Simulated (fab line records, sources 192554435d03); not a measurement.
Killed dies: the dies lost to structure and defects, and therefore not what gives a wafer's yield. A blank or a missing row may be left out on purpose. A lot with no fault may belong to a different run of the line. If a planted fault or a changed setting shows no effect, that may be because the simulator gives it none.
Which tool was responsible? | flow n5-finfet | 10 lots, 24 wafers sampled, at 1 step of a route of 1938

## WHAT THE GAUGES READ, wafer by wafer
N5_BEOL_M4_RC_MEAS_101.
lot  | measured     | on        | DIBL_N (mV/V)
L169 | day 7 22:37  | prober-01 | 37.7 36.3
L171 | day 8 10:36  | prober-01 | 40.0 32.6
L172 | day 8 14:39  | prober-01 | 36.7 37.8 34.0
L174 | day 9 00:43  | prober-02 | 36.9 37.0 37.0
L173 | day 9 05:07  | prober-01 | 37.3 32.4 38.7
L184 | day 12 04:15 | prober-01 | 38.6 35.6
L183 | day 12 04:47 | prober-02 | 35.2 32.2
L188 | day 12 09:59 | prober-01 | 33.9 39.8
L189 | day 12 12:43 | prober-01 | 36.8 31.9 35.9
L192 | day 13 23:28 | prober-01 | 38.3 39.1

## WHICH TOOL RAN EACH LOT (tool, then ch and the chambers of the sampled wafers, then the start)
No process step before these readings appears in the record.

## THE ANSWER, worked out from the rows above alone
Rule: the lots themselves supply what counts as usual. Put in order of their means at a reading, lots are off if they are a third of the lots or fewer, leave a main group of 4 or more, and stand apart from it by a gap of 3 or more times the standard deviation of the main group's means; of several such gaps the widest counts. Not used: any main group whose means are identical at the precision the tables above print for the reading. A lot without any number at a reading at which 4 lots or more have one is off too. Where the step has rows for the other lots, those lots are counted as sound.
No lot is off on any of the readings shown, so nothing can be concluded from this.

## WHAT WAS PUT IN BY THE SIMULATOR
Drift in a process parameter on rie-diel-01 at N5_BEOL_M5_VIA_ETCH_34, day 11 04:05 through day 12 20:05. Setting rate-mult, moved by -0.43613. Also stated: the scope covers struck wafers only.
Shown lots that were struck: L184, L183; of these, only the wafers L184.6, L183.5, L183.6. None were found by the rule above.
